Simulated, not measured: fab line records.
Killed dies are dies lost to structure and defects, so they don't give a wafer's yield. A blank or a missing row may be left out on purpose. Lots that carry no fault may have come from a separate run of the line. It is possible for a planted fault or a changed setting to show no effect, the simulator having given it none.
Matching of chambers	flow n5 finfet	cmp-04 running N5_GATE_CUT_CMP_23: 4 sister chambers
The step polishes, stops on SiO2, t overpolish 23.4 s, target thk 16 nm. 14 wafers are shown with their chamber, then 7 later ones without.

WAFERS PAIRED WITH THEIR CHAMBERS
wafer	chamber	motor current A (A)	time to endpoint s (s)	overpolish run s (s)
L079.1	1	8.2	19.7	23.395
L079.3	0	7.5	21.6	23.392
L079.4	3	7.1	19.2	23.386
L081.4	1	8.4	20.3	23.389
L081.5	3	7.0	21.4	23.399
L081.6	2	10.7	23.2	23.399
L083.1	2	10.3	23.3	23.417
L083.4	1	8.1	19.2	23.396
L083.5	1	7.9	23.1	23.402
L084.4	0	8.0	17.9	23.396
L084.5	0	8.0	20.3	23.400
L084.6	3	7.1	21.4	23.391
L087.2	0	8.3	23.1	23.393
L087.3	3	7.1	22.2	23.410

SIGNATURES (averages over the wafers above)
reading	chamber 0	chamber 1	chamber 2	chamber 3	scatter within a chamber
motor current A	7.950	8.150	10.500	7.075	0.234
time to endpoint s	20.725	20.575	23.250	21.050	1.69
overpolish run s	23.39525	23.39550	23.40800	23.39650	0.00784
Rule: for a wafer and a chamber, the distance is found by dividing, reading by reading, the gap between the wafer's reading and the chamber's mean by the reading's scatter, squaring, summing and taking the root. If the next closest chamber is less than 2 further off than the closest, the wafer can't be placed; otherwise it belongs to the closest. The scatter: take each reading less its chamber's mean, square it, sum over the shown wafers, divide by the number of wafers less the number of chambers, and take the root.

WAFERS WHOSE CHAMBER IS MISSING
wafer	motor current A (A)	time to endpoint s (s)	overpolish run s (s)
L087.4	10.5	20.1	23.398
L093.1	8.3	17.0	23.403
L093.2	10.9	17.3	23.422
L093.4	8.2	18.5	23.400
L095.3	8.5	17.9	23.406
L095.4	10.0	20.5	23.399
L095.5	10.6	20.8	23.404

THE CHAMBER EACH PASSED THROUGH
wafer	from the rows above	in truth
L087.4	2	2
L093.1	can't be placed: 1 or 0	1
L093.2	2	2
L093.4	can't be placed: 1 or 0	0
L095.3	can't be placed: 1 or 0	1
L095.4	2	2
L095.5	2	2
Correct placement for 4 of the 7. From these rows, 3 cannot be placed; in 3 the true chamber is one of the candidates. 0 placed wrongly.
